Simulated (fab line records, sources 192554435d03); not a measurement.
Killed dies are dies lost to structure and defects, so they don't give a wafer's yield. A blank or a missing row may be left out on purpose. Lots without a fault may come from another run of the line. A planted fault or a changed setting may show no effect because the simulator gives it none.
Problem report in the 8D (eight disciplines) form, filled by code | flow n5_finfet | the parts of the form that need people (team, actions taken, sign-off) are left out

1. THE PROBLEM
platen_rpm at N5_HKMG_FIN_CMP_23 reads a mean of 48.28 rpm on 6 wafers of 2 lots; wafers without a fault read 50.29 rpm with a standard deviation of 0.036. That is -56 standard deviations from the usual mean.
The step: polishes, stops on SiNx, t overpolish 10 s, target thk 46.326 nm.
First seen on wafer L291.1, day 8 03:58, on cmp-01. The record holds 28 wafers of 10 lots with a number at this step. Rule for "out", or "out of limits": more than 4 standard deviations from the usual mean. The other wafers with a number count as sound.

2. WHAT IT IS AND WHAT IT IS NOT
question                    | is                     | is not
which readings at this step | platen_rpm             | motor_current_A, overpolish_run_s
which lots                  | L291, L294             | L275, L278, L279, L280, L285, L296, L297, L298
which wafers of those lots  | all that have a number | -
read on which tools         | cmp-01                 | cmp-02, cmp-04
when                        | from day 8 03:58       | up to then (14 sound wafers); but 8 sound wafers of L296, L297, L298 came after

3. SUSPECTS, AND WHAT RULES EACH OUT
Counting: a tool at a process step up to the reading stays a suspect if it ran every lot that is out and no sound lot after the first of them.
- ald_metal-01 at N5_HKMG_FIN_ALD_71 (deposits TiN, target thk 1 nm, pulse time 1 s, purge time 3 s): ruled out as a lasting fault. Sound lots L297 ran on it after its first lot that is out, L291 (day 8 02:19).
- rie_diel-02 at N5_HKMG_FIN_ETCH_67 (etches SOC in N2/H2, stops on TiN, target depth 388.9 nm): ruled out as a lasting fault. Sound lots L298 ran on it after its first lot that is out, L291 (day 8 02:39).
- cvd_w-01 at N5_HKMG_FIN_ALD_72 (deposits W, target thk 2 nm, pulse time 1 s, purge time 2 s): ruled out as a lasting fault. Sound lots L296, L297, L298 ran on it after its first lot that is out, L291 (day 8 03:47).
- cmp-01 at N5_HKMG_FIN_CMP_23 (polishes, stops on SiNx, t overpolish 10 s, target thk 46.326 nm): kept. It ran every lot that is out, first L291 (day 8 03:58), and no sound lot after that; its last sound lot up to then is L285 (day 6 19:05). Its own readings are out on those wafers: platen_rpm.
Left after counting: cmp-01 at N5_HKMG_FIN_CMP_23.

4. THE CAUSE (what the simulator had put in)
Process parameter drift: cmp-01, from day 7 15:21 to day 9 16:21, at N5_HKMG_FIN_CMP_23. Setting platen_rpm, moved by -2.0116, from 50.289. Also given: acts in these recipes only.
Counting left only this tool.

5. THE CHAIN OF EFFECTS, in route order
Each row: a reading whose mean over the struck wafers that have a number lies more than 3 standard deviations from the usual. Only readings for which the record gives a usual standard deviation are gone through. hours: the time from each lot's start at the first step in this table that gives one to its start at this step, as a median over the lots. sigmas: the change in usual standard deviations.
hours | step               | reading    | usual     | on struck wafers | change | sigmas
0     | N5_HKMG_FIN_CMP_23 | platen_rpm | 50.29 rpm | 48.28            | -2.01  | -56
The process steps in it:
- N5_HKMG_FIN_CMP_23: polishes, stops on SiNx, t overpolish 10 s, target thk 46.326 nm.
Later measuring or inspecting steps at which every struck wafer that the step has a row for has a number for every such reading, and none has moved that far: N5_BEOL_M4_RC_MEAS_101.

6. WHAT WOULD HAVE CAUGHT IT SOONER
In this record the first reading out of limits was taken at day 8 03:58, 13 hours after the fault began at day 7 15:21.
